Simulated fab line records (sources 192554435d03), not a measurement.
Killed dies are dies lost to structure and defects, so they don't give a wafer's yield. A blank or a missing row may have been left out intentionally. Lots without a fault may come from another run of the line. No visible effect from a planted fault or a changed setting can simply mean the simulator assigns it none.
Which tool did it? || flow n5_finfet || 41 wafers from 15 lots sampled at 6 of the route's 1938 steps

WHAT EACH GAUGE READ, for each wafer
N5_BEOL_M7_CD_MEAS_35: the cd target is 40 nm.
{"lot": "L242", "measured": "day 9 03:01", "on": "cd_sem-03", "cd_nm (nm)": "39.7 40.0 40.3"}
{"lot": "L243", "measured": "day 9 12:09", "on": "cd_sem-03", "cd_nm (nm)": "39.0 39.2"}
{"lot": "L245", "measured": "day 10 09:10", "on": "cd_sem-01", "cd_nm (nm)": "40.0 39.8 40.1"}
{"lot": "L246", "measured": "day 10 14:01", "on": "cd_sem-03", "cd_nm (nm)": "40.7 40.0 40.3"}
{"lot": "L247", "measured": "day 10 18:08", "on": "cd_sem-02", "cd_nm (nm)": "40.0 40.7 40.6"}
{"lot": "L248", "measured": "day 10 22:56", "on": "cd_sem-03", "cd_nm (nm)": "40.1 39.8"}
{"lot": "L249", "measured": "day 11 12:10", "on": "cd_sem-01", "cd_nm (nm)": "41.0 41.4 40.6"}
{"lot": "L250", "measured": "day 11 21:43", "on": "cd_sem-02", "cd_nm (nm)": "40.6 40.8 39.3"}
{"lot": "L252", "measured": "day 12 00:46", "on": "cd_sem-02", "cd_nm (nm)": "39.6 39.8 40.0"}
{"lot": "L258", "measured": "day 13 11:40", "on": "cd_sem-02", "cd_nm (nm)": "40.4 39.6 40.2"}
{"lot": "L257", "measured": "day 13 13:52", "on": "cd_sem-03", "cd_nm (nm)": "40.1 39.7 40.3"}
{"lot": "L256", "measured": "day 13 15:45", "on": "cd_sem-03", "cd_nm (nm)": "40.5 40.4 40.3"}
{"lot": "L260", "measured": "day 13 21:03", "on": "cd_sem-03", "cd_nm (nm)": "40.6 40.5 40.5"}
{"lot": "L262", "measured": "day 14 16:03", "on": "cd_sem-01", "cd_nm (nm)": "39.8 39.8"}
{"lot": "L263", "measured": "day 14 20:23", "on": "cd_sem-02", "cd_nm (nm)": "41.5 39.8"}

N5_BEOL_M8_CD_MEAS_18: pitch 80 nm, target cd 40 nm.
{"lot": "L242", "measured": "day 9 08:05", "on": "cd_sem-01", "cd_nm (nm)": "40.7 40.7 41.5"}
{"lot": "L243", "measured": "day 9 18:06", "on": "cd_sem-01", "cd_nm (nm)": "42.4 40.2"}
{"lot": "L245", "measured": "day 10 14:56", "on": "cd_sem-02", "cd_nm (nm)": "40.8 40.5 40.0"}
{"lot": "L246", "measured": "day 10 23:08", "on": "cd_sem-01", "cd_nm (nm)": "39.9 39.8 39.9"}
{"lot": "L247", "measured": "day 10 23:22", "on": "cd_sem-02", "cd_nm (nm)": "41.7 40.9 42.1"}
{"lot": "L248", "measured": "day 11 05:48", "on": "cd_sem-01", "cd_nm (nm)": "40.1 40.3"}
{"lot": "L249", "measured": "day 11 20:04", "on": "cd_sem-02", "cd_nm (nm)": "- - -"}
{"lot": "L250", "measured": "day 12 04:11", "on": "cd_sem-03", "cd_nm (nm)": "- - -"}
{"lot": "L252", "measured": "day 12 06:33", "on": "cd_sem-01", "cd_nm (nm)": "- - -"}
{"lot": "L258", "measured": "day 13 17:08", "on": "cd_sem-01", "cd_nm (nm)": "40.4 40.7 40.5"}
{"lot": "L257", "measured": "day 13 22:31", "on": "cd_sem-03", "cd_nm (nm)": "41.4 41.1 39.8"}
{"lot": "L256", "measured": "day 13 22:37", "on": "cd_sem-02", "cd_nm (nm)": "40.4 40.5 40.6"}
{"lot": "L260", "measured": "day 14 02:15", "on": "cd_sem-01", "cd_nm (nm)": "40.0 40.4 40.2"}
{"lot": "L262", "measured": "day 14 22:30", "on": "cd_sem-03", "cd_nm (nm)": "41.2 40.3"}
{"lot": "L263", "measured": "day 15 05:05", "on": "cd_sem-03", "cd_nm (nm)": "41.2 40.8"}

TOOL THAT RAN EACH LOT (tool first, then ch and the chambers of the sampled wafers, then the start)
{"lot": "L242", "N5_BEOL_M7_SPUTTER_48": "pvd_sputter-03, day 9 04:14", "N5_BEOL_M8_ETCH_61": "rie_diel-03 ch 0,2, day 9 07:38", "N5_BEOL_M8_ETCH_62": "rie_diel-03 ch 0,2, day 9 07:42", "N5_BEOL_M8_HM_OPEN_17": "rie_metal-02 ch 1, day 9 07:53"}
{"lot": "L243", "N5_BEOL_M7_SPUTTER_48": "pvd_sputter-03, day 9 13:32", "N5_BEOL_M8_ETCH_61": "rie_diel-02 ch 0,2, day 9 17:41", "N5_BEOL_M8_ETCH_62": "rie_diel-02 ch 0,2, day 9 17:44", "N5_BEOL_M8_HM_OPEN_17": "rie_metal-02 ch 1, day 9 17:55"}
{"lot": "L245", "N5_BEOL_M7_SPUTTER_48": "pvd_sputter-01, day 10 10:46", "N5_BEOL_M8_ETCH_61": "rie_diel-06 ch 0,2,3, day 10 14:25", "N5_BEOL_M8_ETCH_62": "rie_diel-06 ch 0,2,3, day 10 14:29", "N5_BEOL_M8_HM_OPEN_17": "rie_metal-01 ch 0, day 10 14:40"}
{"lot": "L246", "N5_BEOL_M7_SPUTTER_48": "pvd_sputter-03, day 10 18:29", "N5_BEOL_M8_ETCH_61": "rie_diel-03 ch 0,1,3, day 10 22:43", "N5_BEOL_M8_ETCH_62": "rie_diel-03 ch 0,1,3, day 10 22:46", "N5_BEOL_M8_HM_OPEN_17": "rie_metal-03 ch 0,1, day 10 22:58"}
{"lot": "L247", "N5_BEOL_M7_SPUTTER_48": "pvd_sputter-02, day 10 19:23", "N5_BEOL_M8_ETCH_61": "rie_diel-06 ch 0,1,2, day 10 22:52", "N5_BEOL_M8_ETCH_62": "rie_diel-06 ch 0,1,2, day 10 22:55", "N5_BEOL_M8_HM_OPEN_17": "rie_metal-01 ch 0, day 10 23:06"}
{"lot": "L248", "N5_BEOL_M7_SPUTTER_48": "pvd_sputter-02, day 11 01:32", "N5_BEOL_M8_ETCH_61": "rie_diel-06 ch 0,3, day 11 05:21", "N5_BEOL_M8_ETCH_62": "rie_diel-06 ch 0,3, day 11 05:24", "N5_BEOL_M8_HM_OPEN_17": "rie_metal-03 ch 0,1, day 11 05:37"}
{"lot": "L249", "N5_BEOL_M7_SPUTTER_48": "pvd_sputter-03, day 11 15:02", "N5_BEOL_M8_ETCH_61": "rie_diel-03 ch 1,2,3, day 11 19:34", "N5_BEOL_M8_ETCH_62": "rie_diel-03 ch 1,2,3, day 11 19:37", "N5_BEOL_M8_HM_OPEN_17": "rie_metal-01 ch 0,1, day 11 19:49"}
{"lot": "L250", "N5_BEOL_M7_SPUTTER_48": "pvd_sputter-03, day 12 00:38", "N5_BEOL_M8_ETCH_61": "rie_diel-02 ch 2,3, day 12 03:45", "N5_BEOL_M8_ETCH_62": "rie_diel-02 ch 2,3, day 12 03:48", "N5_BEOL_M8_HM_OPEN_17": "rie_metal-02 ch 0,1, day 12 04:01"}
{"lot": "L252", "N5_BEOL_M7_SPUTTER_48": "pvd_sputter-03, day 12 02:01", "N5_BEOL_M8_ETCH_61": "rie_diel-03 ch 1,2,3, day 12 06:00", "N5_BEOL_M8_ETCH_62": "rie_diel-03 ch 1,2,3, day 12 06:04", "N5_BEOL_M8_HM_OPEN_17": "rie_metal-02 ch 1, day 12 06:15"}
{"lot": "L258", "N5_BEOL_M7_SPUTTER_48": "pvd_sputter-02, day 13 12:56", "N5_BEOL_M8_ETCH_61": "rie_diel-03 ch 0,1,3, day 13 16:37", "N5_BEOL_M8_ETCH_62": "rie_diel-03 ch 0,1,3, day 13 16:41", "N5_BEOL_M8_HM_OPEN_17": "rie_metal-02 ch 0, day 13 16:52"}
{"lot": "L257", "N5_BEOL_M7_SPUTTER_48": "pvd_sputter-01, day 13 16:34", "N5_BEOL_M8_ETCH_61": "rie_diel-02 ch 0,2,3, day 13 21:50", "N5_BEOL_M8_ETCH_62": "rie_diel-02 ch 0,2,3, day 13 21:53", "N5_BEOL_M8_HM_OPEN_17": "rie_metal-02 ch 0, day 13 22:06"}
{"lot": "L256", "N5_BEOL_M7_SPUTTER_48": "pvd_sputter-03, day 13 16:53", "N5_BEOL_M8_ETCH_61": "rie_diel-02 ch 0,3, day 13 22:05", "N5_BEOL_M8_ETCH_62": "rie_diel-02 ch 0,3, day 13 22:08", "N5_BEOL_M8_HM_OPEN_17": "rie_metal-02 ch 0, day 13 22:23"}
{"lot": "L260", "N5_BEOL_M7_SPUTTER_48": "pvd_sputter-02, day 13 22:37", "N5_BEOL_M8_ETCH_61": "rie_diel-03 ch 0,1, day 14 01:49", "N5_BEOL_M8_ETCH_62": "rie_diel-03 ch 0,1, day 14 01:52", "N5_BEOL_M8_HM_OPEN_17": "rie_metal-01 ch 0,1, day 14 02:05"}
{"lot": "L262", "N5_BEOL_M7_SPUTTER_48": "pvd_sputter-01, day 14 17:17", "N5_BEOL_M8_ETCH_61": "rie_diel-06 ch 2, day 14 21:54", "N5_BEOL_M8_ETCH_62": "rie_diel-06 ch 2, day 14 21:58", "N5_BEOL_M8_HM_OPEN_17": "rie_metal-01 ch 0,1, day 14 22:11"}
{"lot": "L263", "N5_BEOL_M7_SPUTTER_48": "pvd_sputter-01, day 14 22:03", "N5_BEOL_M8_ETCH_61": "rie_diel-03 ch 1, day 15 04:30", "N5_BEOL_M8_ETCH_62": "rie_diel-03 ch 1, day 15 04:33", "N5_BEOL_M8_HM_OPEN_17": "rie_metal-02 ch 0,1, day 15 04:46"}
- N5_BEOL_M7_SPUTTER_48: material Cu, target thk 10 nm, time 1.667 s.
- N5_BEOL_M8_ETCH_61: etches SiARC in CF4, target depth 45.5 nm, time 75.8 s.
- N5_BEOL_M8_ETCH_62: etches SOC in N2/H2, target depth 110 nm, overetch 22 nm, time 165 s.
- N5_BEOL_M8_HM_OPEN_17: chemistry Cl2/BCl3, target TiN, target depth 20 nm, overetch 6 nm.

AS READ BY THE TOOLS THEMSELVES (means over the sampled wafers that have a number; for cases with no such wafer, the mark the record gives instead)
N5_BEOL_M7_SPUTTER_48.
{"lot": "L242", "tool": "pvd_sputter-03", "chuck_gas_flow_sccm (sccm)": 1.25, "substrate_temp_c (C)": -19.93, "throttle_valve_pct (%)": 29.9}
{"lot": "L243", "tool": "pvd_sputter-03", "chuck_gas_flow_sccm (sccm)": 1.27, "substrate_temp_c (C)": -20.01, "throttle_valve_pct (%)": 29.8}
{"lot": "L245", "tool": "pvd_sputter-01", "chuck_gas_flow_sccm (sccm)": 1.36, "substrate_temp_c (C)": -20.08, "throttle_valve_pct (%)": 30.6}
{"lot": "L246", "tool": "pvd_sputter-03", "chuck_gas_flow_sccm (sccm)": 1.29, "substrate_temp_c (C)": -20.01, "throttle_valve_pct (%)": 29.6}
{"lot": "L247", "tool": "pvd_sputter-02", "chuck_gas_flow_sccm (sccm)": 1.27, "substrate_temp_c (C)": -20.13, "throttle_valve_pct (%)": 29.2}
{"lot": "L248", "tool": "pvd_sputter-02", "chuck_gas_flow_sccm (sccm)": 1.23, "substrate_temp_c (C)": -19.98, "throttle_valve_pct (%)": 29.6}
{"lot": "L249", "tool": "pvd_sputter-03", "chuck_gas_flow_sccm (sccm)": 1.25, "substrate_temp_c (C)": -20.05, "throttle_valve_pct (%)": 30.7}
{"lot": "L250", "tool": "pvd_sputter-03", "chuck_gas_flow_sccm (sccm)": 1.26, "substrate_temp_c (C)": -20.03, "throttle_valve_pct (%)": 31.3}
{"lot": "L252", "tool": "pvd_sputter-03", "chuck_gas_flow_sccm (sccm)": 1.26, "substrate_temp_c (C)": -20.10, "throttle_valve_pct (%)": 30.8}
{"lot": "L258", "tool": "pvd_sputter-02", "chuck_gas_flow_sccm (sccm)": 1.27, "substrate_temp_c (C)": -19.98, "throttle_valve_pct (%)": 29.6}
{"lot": "L257", "tool": "pvd_sputter-01", "chuck_gas_flow_sccm (sccm)": 1.29, "substrate_temp_c (C)": -19.97, "throttle_valve_pct (%)": 30.4}
{"lot": "L256", "tool": "pvd_sputter-03", "chuck_gas_flow_sccm (sccm)": 1.26, "substrate_temp_c (C)": -19.89, "throttle_valve_pct (%)": 30.9}
{"lot": "L260", "tool": "pvd_sputter-02", "chuck_gas_flow_sccm (sccm)": 1.22, "substrate_temp_c (C)": -19.98, "throttle_valve_pct (%)": 29.6}
{"lot": "L262", "tool": "pvd_sputter-01", "chuck_gas_flow_sccm (sccm)": 1.21, "substrate_temp_c (C)": -19.95, "throttle_valve_pct (%)": 30.6}
{"lot": "L263", "tool": "pvd_sputter-01", "chuck_gas_flow_sccm (sccm)": 1.23, "substrate_temp_c (C)": -19.95, "throttle_valve_pct (%)": 30.7}

N5_BEOL_M8_ETCH_61.
{"lot": "L242", "tool": "rie_diel-03", "bias_w (W)": 36.06, "cf4_flow_sccm (sccm)": 99.8, "drypump_motor_current_A (A)": 5.9, "etch_rf_on_time_s (s)": 76.3, "mfc_ar_sccm (sccm)": 99.9, "oes_product_au (a.u.)": 0.71, "rf_vpp_V (V)": 184.5, "showerhead_plenum_p_Torr (Torr)": 2.19, "throttle_valve_pct (%)": 15.80}
{"lot": "L243", "tool": "rie_diel-02", "bias_w (W)": 35.89, "cf4_flow_sccm (sccm)": 100.2, "drypump_motor_current_A (A)": 6.0, "etch_rf_on_time_s (s)": 75.5, "mfc_ar_sccm (sccm)": 100.0, "oes_product_au (a.u.)": 0.68, "rf_vpp_V (V)": 183.6, "showerhead_plenum_p_Torr (Torr)": 2.10, "throttle_valve_pct (%)": 15.77}
{"lot": "L245", "tool": "rie_diel-06", "bias_w (W)": 35.95, "cf4_flow_sccm (sccm)": 100.0, "drypump_motor_current_A (A)": 5.7, "etch_rf_on_time_s (s)": 73.4, "mfc_ar_sccm (sccm)": 99.9, "oes_product_au (a.u.)": 0.71, "rf_vpp_V (V)": 185.5, "showerhead_plenum_p_Torr (Torr)": 2.22, "throttle_valve_pct (%)": 15.23}
{"lot": "L246", "tool": "rie_diel-03", "bias_w (W)": 35.96, "cf4_flow_sccm (sccm)": 100.0, "drypump_motor_current_A (A)": 5.8, "etch_rf_on_time_s (s)": 74.2, "mfc_ar_sccm (sccm)": 100.1, "oes_product_au (a.u.)": 0.72, "rf_vpp_V (V)": 185.6, "showerhead_plenum_p_Torr (Torr)": 2.19, "throttle_valve_pct (%)": 15.57}
{"lot": "L247", "tool": "rie_diel-06", "bias_w (W)": 36.01, "cf4_flow_sccm (sccm)": 99.8, "drypump_motor_current_A (A)": 5.8, "etch_rf_on_time_s (s)": 75.0, "mfc_ar_sccm (sccm)": 99.9, "oes_product_au (a.u.)": 0.69, "rf_vpp_V (V)": 184.0, "showerhead_plenum_p_Torr (Torr)": 2.15, "throttle_valve_pct (%)": 15.29}
{"lot": "L248", "tool": "rie_diel-06", "bias_w (W)": 35.90, "cf4_flow_sccm (sccm)": 100.2, "drypump_motor_current_A (A)": 6.0, "etch_rf_on_time_s (s)": 74.0, "mfc_ar_sccm (sccm)": 99.9, "oes_product_au (a.u.)": 0.70, "rf_vpp_V (V)": 185.4, "showerhead_plenum_p_Torr (Torr)": 2.25, "throttle_valve_pct (%)": 15.27}
{"lot": "L249", "tool": "rie_diel-03", "bias_w (W)": 36.07, "cf4_flow_sccm (sccm)": 99.9, "drypump_motor_current_A (A)": 5.6, "etch_rf_on_time_s (s)": 73.9, "mfc_ar_sccm (sccm)": 100.3, "oes_product_au (a.u.)": 0.72, "rf_vpp_V (V)": 185.1, "showerhead_plenum_p_Torr (Torr)": 2.22, "throttle_valve_pct (%)": 15.52}
{"lot": "L250", "tool": "rie_diel-02", "bias_w (W)": 35.90, "cf4_flow_sccm (sccm)": 99.9, "drypump_motor_current_A (A)": 5.4, "etch_rf_on_time_s (s)": 73.7, "mfc_ar_sccm (sccm)": 100.0, "oes_product_au (a.u.)": 0.77, "rf_vpp_V (V)": 183.1, "showerhead_plenum_p_Torr (Torr)": 2.11, "throttle_valve_pct (%)": 15.26}
{"lot": "L252", "tool": "rie_diel-03", "bias_w (W)": 35.98, "cf4_flow_sccm (sccm)": 100.2, "drypump_motor_current_A (A)": 5.6, "etch_rf_on_time_s (s)": 73.4, "mfc_ar_sccm (sccm)": 100.0, "oes_product_au (a.u.)": 0.73, "rf_vpp_V (V)": 185.2, "showerhead_plenum_p_Torr (Torr)": 2.22, "throttle_valve_pct (%)": 15.53}
{"lot": "L258", "tool": "rie_diel-03", "bias_w (W)": 35.99, "cf4_flow_sccm (sccm)": 100.0, "drypump_motor_current_A (A)": 5.8, "etch_rf_on_time_s (s)": 75.5, "mfc_ar_sccm (sccm)": 100.2, "oes_product_au (a.u.)": 0.69, "rf_vpp_V (V)": 184.8, "showerhead_plenum_p_Torr (Torr)": 2.18, "throttle_valve_pct (%)": 15.63}
{"lot": "L257", "tool": "rie_diel-02", "bias_w (W)": 35.97, "cf4_flow_sccm (sccm)": 100.2, "drypump_motor_current_A (A)": 5.7, "etch_rf_on_time_s (s)": 74.4, "mfc_ar_sccm (sccm)": 100.0, "oes_product_au (a.u.)": 0.72, "rf_vpp_V (V)": 182.8, "showerhead_plenum_p_Torr (Torr)": 2.11, "throttle_valve_pct (%)": 15.49}
{"lot": "L256", "tool": "rie_diel-02", "bias_w (W)": 36.01, "cf4_flow_sccm (sccm)": 99.9, "drypump_motor_current_A (A)": 5.9, "etch_rf_on_time_s (s)": 76.1, "mfc_ar_sccm (sccm)": 99.9, "oes_product_au (a.u.)": 0.69, "rf_vpp_V (V)": 184.2, "showerhead_plenum_p_Torr (Torr)": 2.12, "throttle_valve_pct (%)": 15.71}
{"lot": "L260", "tool": "rie_diel-03", "bias_w (W)": 35.97, "cf4_flow_sccm (sccm)": 100.0, "drypump_motor_current_A (A)": 6.0, "etch_rf_on_time_s (s)": 74.6, "mfc_ar_sccm (sccm)": 99.7, "oes_product_au (a.u.)": 0.69, "rf_vpp_V (V)": 184.3, "showerhead_plenum_p_Torr (Torr)": 2.18, "throttle_valve_pct (%)": 15.80}
{"lot": "L262", "tool": "rie_diel-06", "bias_w (W)": 35.94, "cf4_flow_sccm (sccm)": 99.8, "drypump_motor_current_A (A)": 5.2, "etch_rf_on_time_s (s)": 73.4, "mfc_ar_sccm (sccm)": 100.1, "oes_product_au (a.u.)": 0.69, "rf_vpp_V (V)": 185.1, "showerhead_plenum_p_Torr (Torr)": 2.15, "throttle_valve_pct (%)": 15.21}
{"lot": "L263", "tool": "rie_diel-03", "bias_w (W)": 35.92, "cf4_flow_sccm (sccm)": 100.2, "drypump_motor_current_A (A)": 5.7, "etch_rf_on_time_s (s)": 73.5, "mfc_ar_sccm (sccm)": 99.8, "oes_product_au (a.u.)": 0.71, "rf_vpp_V (V)": 185.4, "showerhead_plenum_p_Torr (Torr)": 2.25, "throttle_valve_pct (%)": 15.54}

N5_BEOL_M8_ETCH_62.
{"lot": "L242", "tool": "rie_diel-03", "bias_w (W)": 151.0, "chamber_pressure_mTorr (mTorr)": 30.013, "drypump_motor_current_A (A)": 5.9, "h2_flow_sccm (sccm)": 200.4, "oes_product_au (a.u.)": 0.71, "rf_vpp_V (V)": 525.7, "showerhead_plenum_p_Torr (Torr)": 2.61, "throttle_valve_pct (%)": 18.18}
{"lot": "L243", "tool": "rie_diel-02", "bias_w (W)": 149.7, "chamber_pressure_mTorr (mTorr)": 29.986, "drypump_motor_current_A (A)": 6.0, "h2_flow_sccm (sccm)": 200.3, "oes_product_au (a.u.)": 0.67, "rf_vpp_V (V)": 521.7, "showerhead_plenum_p_Torr (Torr)": 2.49, "throttle_valve_pct (%)": 18.02}
{"lot": "L245", "tool": "rie_diel-06", "bias_w (W)": 150.1, "chamber_pressure_mTorr (mTorr)": 29.999, "drypump_motor_current_A (A)": 5.7, "h2_flow_sccm (sccm)": 200.1, "oes_product_au (a.u.)": 0.70, "rf_vpp_V (V)": 526.3, "showerhead_plenum_p_Torr (Torr)": 2.65, "throttle_valve_pct (%)": 17.55}
{"lot": "L246", "tool": "rie_diel-03", "bias_w (W)": 150.0, "chamber_pressure_mTorr (mTorr)": 30.000, "drypump_motor_current_A (A)": 5.8, "h2_flow_sccm (sccm)": 200.2, "oes_product_au (a.u.)": 0.70, "rf_vpp_V (V)": 526.2, "showerhead_plenum_p_Torr (Torr)": 2.61, "throttle_valve_pct (%)": 17.82}
{"lot": "L247", "tool": "rie_diel-06", "bias_w (W)": 149.8, "chamber_pressure_mTorr (mTorr)": 30.006, "drypump_motor_current_A (A)": 5.8, "h2_flow_sccm (sccm)": 200.0, "oes_product_au (a.u.)": 0.69, "rf_vpp_V (V)": 524.5, "showerhead_plenum_p_Torr (Torr)": 2.57, "throttle_valve_pct (%)": 17.56}
{"lot": "L248", "tool": "rie_diel-06", "bias_w (W)": 150.2, "chamber_pressure_mTorr (mTorr)": 30.003, "drypump_motor_current_A (A)": 5.9, "h2_flow_sccm (sccm)": 200.2, "oes_product_au (a.u.)": 0.68, "rf_vpp_V (V)": 526.8, "showerhead_plenum_p_Torr (Torr)": 2.68, "throttle_valve_pct (%)": 17.56}
{"lot": "L249", "tool": "rie_diel-03", "bias_w (W)": "-", "chamber_pressure_mTorr (mTorr)": "-", "drypump_motor_current_A (A)": "-", "h2_flow_sccm (sccm)": "-", "oes_product_au (a.u.)": "-", "rf_vpp_V (V)": "-", "showerhead_plenum_p_Torr (Torr)": "-", "throttle_valve_pct (%)": "-"}
{"lot": "L250", "tool": "rie_diel-02", "bias_w (W)": "-", "chamber_pressure_mTorr (mTorr)": "-", "drypump_motor_current_A (A)": "-", "h2_flow_sccm (sccm)": "-", "oes_product_au (a.u.)": "-", "rf_vpp_V (V)": "-", "showerhead_plenum_p_Torr (Torr)": "-", "throttle_valve_pct (%)": "-"}
{"lot": "L252", "tool": "rie_diel-03", "bias_w (W)": "-", "chamber_pressure_mTorr (mTorr)": "-", "drypump_motor_current_A (A)": "-", "h2_flow_sccm (sccm)": "-", "oes_product_au (a.u.)": "-", "rf_vpp_V (V)": "-", "showerhead_plenum_p_Torr (Torr)": "-", "throttle_valve_pct (%)": "-"}
{"lot": "L258", "tool": "rie_diel-03", "bias_w (W)": 149.8, "chamber_pressure_mTorr (mTorr)": 29.995, "drypump_motor_current_A (A)": 5.8, "h2_flow_sccm (sccm)": 199.9, "oes_product_au (a.u.)": 0.68, "rf_vpp_V (V)": 526.2, "showerhead_plenum_p_Torr (Torr)": 2.60, "throttle_valve_pct (%)": 17.86}
{"lot": "L257", "tool": "rie_diel-02", "bias_w (W)": 149.4, "chamber_pressure_mTorr (mTorr)": 29.984, "drypump_motor_current_A (A)": 5.6, "h2_flow_sccm (sccm)": 200.3, "oes_product_au (a.u.)": 0.71, "rf_vpp_V (V)": 522.5, "showerhead_plenum_p_Torr (Torr)": 2.50, "throttle_valve_pct (%)": 17.75}
{"lot": "L256", "tool": "rie_diel-02", "bias_w (W)": 150.1, "chamber_pressure_mTorr (mTorr)": 30.013, "drypump_motor_current_A (A)": 5.9, "h2_flow_sccm (sccm)": 199.5, "oes_product_au (a.u.)": 0.69, "rf_vpp_V (V)": 523.7, "showerhead_plenum_p_Torr (Torr)": 2.50, "throttle_valve_pct (%)": 17.95}
{"lot": "L260", "tool": "rie_diel-03", "bias_w (W)": 150.3, "chamber_pressure_mTorr (mTorr)": 30.016, "drypump_motor_current_A (A)": 6.0, "h2_flow_sccm (sccm)": 199.8, "oes_product_au (a.u.)": 0.68, "rf_vpp_V (V)": 524.6, "showerhead_plenum_p_Torr (Torr)": 2.58, "throttle_valve_pct (%)": 18.04}
{"lot": "L262", "tool": "rie_diel-06", "bias_w (W)": 149.9, "chamber_pressure_mTorr (mTorr)": 30.008, "drypump_motor_current_A (A)": 5.1, "h2_flow_sccm (sccm)": 200.1, "oes_product_au (a.u.)": 0.67, "rf_vpp_V (V)": 524.8, "showerhead_plenum_p_Torr (Torr)": 2.58, "throttle_valve_pct (%)": 17.58}
{"lot": "L263", "tool": "rie_diel-03", "bias_w (W)": 150.2, "chamber_pressure_mTorr (mTorr)": 29.993, "drypump_motor_current_A (A)": 5.7, "h2_flow_sccm (sccm)": 200.7, "oes_product_au (a.u.)": 0.69, "rf_vpp_V (V)": 527.5, "showerhead_plenum_p_Torr (Torr)": 2.67, "throttle_valve_pct (%)": 17.55}

N5_BEOL_M8_HM_OPEN_17.
{"lot": "L242", "tool": "rie_metal-02", "drypump_motor_current_A (A)": 5.53, "mfc_ar_sccm (sccm)": 24.96, "oes_ar_750_au (a.u.)": 0.65, "oes_product_au (a.u.)": 0.53, "throttle_valve_pct (%)": 22.04}
{"lot": "L243", "tool": "rie_metal-02", "drypump_motor_current_A (A)": 5.53, "mfc_ar_sccm (sccm)": 25.05, "oes_ar_750_au (a.u.)": 0.65, "oes_product_au (a.u.)": 0.53, "throttle_valve_pct (%)": 22.03}
{"lot": "L245", "tool": "rie_metal-01", "drypump_motor_current_A (A)": 6.03, "mfc_ar_sccm (sccm)": 24.94, "oes_ar_750_au (a.u.)": 0.69, "oes_product_au (a.u.)": 0.59, "throttle_valve_pct (%)": 22.23}
{"lot": "L246", "tool": "rie_metal-03", "drypump_motor_current_A (A)": 5.53, "mfc_ar_sccm (sccm)": 24.91, "oes_ar_750_au (a.u.)": 0.74, "oes_product_au (a.u.)": 0.64, "throttle_valve_pct (%)": 22.14}
{"lot": "L247", "tool": "rie_metal-01", "drypump_motor_current_A (A)": 6.03, "mfc_ar_sccm (sccm)": 24.97, "oes_ar_750_au (a.u.)": 0.69, "oes_product_au (a.u.)": 0.58, "throttle_valve_pct (%)": 22.23}
{"lot": "L248", "tool": "rie_metal-03", "drypump_motor_current_A (A)": 5.44, "mfc_ar_sccm (sccm)": 25.09, "oes_ar_750_au (a.u.)": 0.74, "oes_product_au (a.u.)": 0.64, "throttle_valve_pct (%)": 22.16}
{"lot": "L249", "tool": "rie_metal-01", "drypump_motor_current_A (A)": 5.77, "mfc_ar_sccm (sccm)": 24.92, "oes_ar_750_au (a.u.)": 0.90, "oes_product_au (a.u.)": 0.33, "throttle_valve_pct (%)": 22.90}
{"lot": "L250", "tool": "rie_metal-02", "drypump_motor_current_A (A)": 5.52, "mfc_ar_sccm (sccm)": 24.98, "oes_ar_750_au (a.u.)": 0.69, "oes_product_au (a.u.)": 0.25, "throttle_valve_pct (%)": 22.73}
{"lot": "L252", "tool": "rie_metal-02", "drypump_motor_current_A (A)": 5.51, "mfc_ar_sccm (sccm)": 25.03, "oes_ar_750_au (a.u.)": 0.64, "oes_product_au (a.u.)": 0.23, "throttle_valve_pct (%)": 22.69}
{"lot": "L258", "tool": "rie_metal-02", "drypump_motor_current_A (A)": 5.59, "mfc_ar_sccm (sccm)": 24.99, "oes_ar_750_au (a.u.)": 0.78, "oes_product_au (a.u.)": 0.65, "throttle_valve_pct (%)": 22.19}
{"lot": "L257", "tool": "rie_metal-02", "drypump_motor_current_A (A)": 5.58, "mfc_ar_sccm (sccm)": 24.87, "oes_ar_750_au (a.u.)": 0.77, "oes_product_au (a.u.)": 0.65, "throttle_valve_pct (%)": 22.18}
{"lot": "L256", "tool": "rie_metal-02", "drypump_motor_current_A (A)": 5.58, "mfc_ar_sccm (sccm)": 25.01, "oes_ar_750_au (a.u.)": 0.77, "oes_product_au (a.u.)": 0.64, "throttle_valve_pct (%)": 22.20}
{"lot": "L260", "tool": "rie_metal-01", "drypump_motor_current_A (A)": 5.78, "mfc_ar_sccm (sccm)": 25.00, "oes_ar_750_au (a.u.)": 0.85, "oes_product_au (a.u.)": 0.71, "throttle_valve_pct (%)": 22.25}
{"lot": "L262", "tool": "rie_metal-01", "drypump_motor_current_A (A)": 5.83, "mfc_ar_sccm (sccm)": 24.96, "oes_ar_750_au (a.u.)": 0.80, "oes_product_au (a.u.)": 0.67, "throttle_valve_pct (%)": 22.25}
{"lot": "L263", "tool": "rie_metal-02", "drypump_motor_current_A (A)": 5.54, "mfc_ar_sccm (sccm)": 25.01, "oes_ar_750_au (a.u.)": 0.88, "oes_product_au (a.u.)": 0.72, "throttle_valve_pct (%)": 21.97}

THE ANSWER, worked out from the rows above alone
Rule: usual is defined by the lots themselves. The widest of any qualifying gaps counts: lots, ordered by their means at a reading, are off when they make up no more than a third of the lots, leave a main group of 4 or more, and stand apart from it by 3 or more times the standard deviation of that group's means. A main group whose means are all the same, to the digits that the tables above print for the reading, isn't used. Also off: a lot with no number at a reading for which 4 or more lots have one. All remaining lots with rows at the step are treated as sound. After the gauges, taken in route order, come the tools' own readings; for these a lot's mean is taken, as printed above. The first step at which some lot is off is used, and at that step the reading that is off furthest; a lot without a number counts as furthest.
Off: L249, L250, L252, at N5_BEOL_M8_CD_MEAS_18 (cd_nm). Without a number there: L249, L250, L252. For the main group the mean is 40.7 nm and the standard deviation 0.47.
A tool fits if, at a process step before that reading, it ran every lot that is off, and no sound lot after the first of them. The gauges at N5_BEOL_M8_CD_MEAS_18 aren't tried: what is off there is off at N5_BEOL_M8_ETCH_62 too, on other tools, and a gauge's error can't cause that. Not one of the candidates tried fits.

WHAT WAS PUT IN BY THE SIMULATOR
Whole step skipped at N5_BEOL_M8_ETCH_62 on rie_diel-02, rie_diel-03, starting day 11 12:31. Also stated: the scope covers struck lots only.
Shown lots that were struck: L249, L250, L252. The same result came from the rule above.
